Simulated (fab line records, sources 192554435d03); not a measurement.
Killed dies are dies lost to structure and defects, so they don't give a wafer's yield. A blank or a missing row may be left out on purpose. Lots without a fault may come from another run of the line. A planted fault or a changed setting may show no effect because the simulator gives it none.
Split-lot experiment | flow n5_finfet | 7 lots, 21 wafers read, on a route of 1938 steps

THE SPLIT
At N5_BEOL_M8_EXPOSE_25 (exposes mask V7, target cd 40 nm), the setting dose_mj was moved away from the recipe's 42.5 on 5 of the 21 wafers read, by -6.9% to +7.1%. The other wafers ran this setting at the recipe's value.

FROM THE SPLIT TO THE READING: what the file shows between them, 2 steps
- N5_BEOL_M8_PEB_26: peb time 60 s
- N5_BEOL_M8_DEVELOP_27: develop time 30 s

THE READING
cd_nm, in nm, at N5_BEOL_M8_CD_MEAS_28 (target cd 40 nm). Fault-free wafers of this fab line usually give 39.88 nm, standard deviation 0.27 nm.

wafer  | tool, chamber at the split | dose_mj as run | against the recipe | cd_nm, nm | against lot-mates on the recipe
L077.1 | euv_scanner-02, 0          | 39.58          | -6.9%              | 38.17     | -1.54
L077.2 | euv_scanner-02, 0          | 39.58          | -6.9%              | 37.95     | -1.76
L077.3 | euv_scanner-02, 0          | 42.5           | recipe             | 39.71     | -
L079.3 | euv_scanner-01, 0          | 44.95          | +5.8%              | 41.27     | +1.54
L079.4 | euv_scanner-01, 0          | 42.5           | recipe             | 39.89     | -
L079.6 | euv_scanner-01, 0          | 42.5           | recipe             | 39.57     | -
L082.2 | euv_scanner-02, 0          | 42.5           | recipe             | 40.04     | -
L082.3 | euv_scanner-02, 0          | 42.5           | recipe             | 39.92     | -
L082.4 | euv_scanner-02, 0          | 42.5           | recipe             | 39.87     | -
L084.1 | euv_scanner-02, 0          | 42.5           | recipe             | 39.66     | -
L084.4 | euv_scanner-02, 0          | 42.5           | recipe             | 39.61     | -
L084.5 | euv_scanner-02, 0          | 42.5           | recipe             | 39.58     | -
L085.1 | euv_scanner-02, 0          | 42.5           | recipe             | 40.09     | -
L085.4 | euv_scanner-02, 0          | 42.5           | recipe             | 40.63     | -
L085.5 | euv_scanner-02, 0          | 42.5           | recipe             | 39.66     | -
L087.2 | euv_scanner-02, 0          | 45.52          | +7.1%              | 41.50     | +1.23
L087.3 | euv_scanner-02, 0          | 45.52          | +7.1%              | 41.58     | +1.31
L087.4 | euv_scanner-02, 0          | 42.5           | recipe             | 40.27     | -
L097.3 | euv_scanner-01, 0          | 42.5           | recipe             | 40.09     | -
L097.5 | euv_scanner-01, 0          | 42.5           | recipe             | 39.32     | -
L097.6 | euv_scanner-01, 0          | 42.5           | recipe             | 39.51     | -

THE FIT
A straight line over all 21 wafers: cd_nm changes by +0.249 nm for each +1% of dose_mj; r = +0.95; the points scatter about the line by 0.3 nm.
The same after taking each lot's own level away (the mean of its wafers on the recipe; 21 wafers): +0.218 nm for each +1%; r = +0.95; scatter 0.25 nm.
On that fit, the largest move of dose_mj shifts the reading by 1.5 nm.
The lots' own levels span 39.617 to 40.270 nm, that is 2.4 times the standard deviation above.
So the lot-to-lot level changes the slope: the two fits differ.
Check: with one of the wafers moved furthest among these (+7.1%) left out of the fit, the line predicts +1.62 nm for it against its lot-mates. It came out at +1.23 nm against them.

OTHER SPLITS ON THESE WAFERS
These wafers also went through other splits before the reading. Each is held against what the fit with the lots' levels taken away leaves over:
other split on the same wafers   | wafers away from the commonest value | r with cd_nm (lot level and that fit taken away)
N5_BEOL_M6_TRENCH_ETCH_37 time_s | 4                                    | -0.15
N5_BEOL_M7_TRENCH_ETCH_37 bias_w | 9                                    | -0.23
N5_BEOL_M7_ETCH_41 source_w      | 3                                    | -0.12

THE WHOLE CHAIN: every reading that the file lists as answering this split, in the file's order
step                  | what it does                                                | reading                                                        | change (the file's fit)               | r (the file's)
N5_BEOL_M8_CD_MEAS_28 | target cd 40 nm                                             | cd_nm                                                          | +0.223 nm for each +1% of the setting | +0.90
N5_BEOL_M8_DESCUM_33  | chemistry O2, time 7 s                                      | BEOL_M8.cd_nm (the simulator's own value, which no gauge read) | +0.181 nm for each +1% of the setting | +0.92
N5_BEOL_M8_ETCH_72    | etches underlayer in N2/H2, target depth 6.5 nm, time 5.2 s | BEOL_M8.cd_nm (the simulator's own value, which no gauge read) | +0.187 nm for each +1% of the setting | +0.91
N5_BEOL_M8_ETCH_65    | etches SiARC in CF4, target depth 15.6 nm, time 26 s        | BEOL_M8.cd_nm (the simulator's own value, which no gauge read) | +0.195 nm for each +1% of the setting | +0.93

THE FILE'S OWN FIT
cd_nm changes by +0.223 nm for each +1% of dose_mj, r = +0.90.
